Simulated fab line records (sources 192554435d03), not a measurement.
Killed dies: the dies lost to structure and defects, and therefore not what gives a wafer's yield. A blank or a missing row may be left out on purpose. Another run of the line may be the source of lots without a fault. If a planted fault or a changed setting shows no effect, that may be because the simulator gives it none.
Chamber matching / flow n5 finfet / N5_BEOL_M5_PECVD_70 on pecvd-01: 3 sister chambers
The step deposits SiO2 from TEOS/O2, target thk 16 nm, time 18 s. 3 wafers are shown with their chamber, then 8 later ones without.

EACH WAFER AND ITS CHAMBER
wafer=L081.2; chamber=1; throttle valve pct (%)=22.2
wafer=L081.3; chamber=2; throttle valve pct (%)=20.8
wafer=L085.1; chamber=0; throttle valve pct (%)=22.8

WAFERS WITHOUT THEIR CHAMBER
wafer=L085.4; throttle valve pct (%)=20.9
wafer=L085.5; throttle valve pct (%)=23.1
wafer=L088.3; throttle valve pct (%)=21.1
wafer=L088.4; throttle valve pct (%)=22.9
wafer=L088.5; throttle valve pct (%)=22.9
wafer=L092.2; throttle valve pct (%)=21.2
wafer=L092.3; throttle valve pct (%)=20.7
wafer=L092.4; throttle valve pct (%)=20.5

EACH ONE'S CHAMBER
wafer=L085.4; from the rows above=2; in truth=2
wafer=L085.5; from the rows above=0; in truth=0
wafer=L088.3; from the rows above=2; in truth=2
wafer=L088.4; from the rows above=0; in truth=0
wafer=L088.5; from the rows above=0; in truth=0
wafer=L092.2; from the rows above=2; in truth=2
wafer=L092.3; from the rows above=2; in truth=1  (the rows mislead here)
wafer=L092.4; from the rows above=2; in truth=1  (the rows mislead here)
Correct placement for 6 of the 8. Number that these rows cannot place: 0. Wrongly placed: 2.
How it was worked out, from the rows above alone: a wafer's distance from a chamber is the root of the sum, over the readings, of the square of ((its reading less the chamber's mean) divided by the reading's scatter). The wafer belongs to the nearest chamber; if the next one is less than 2 further off, it can't be placed. Each chamber's mean is taken over the wafers shown for it. The scatter: with one shown wafer a chamber, the root of the mean of the squares of how far each hidden wafer lies from its nearest shown one.
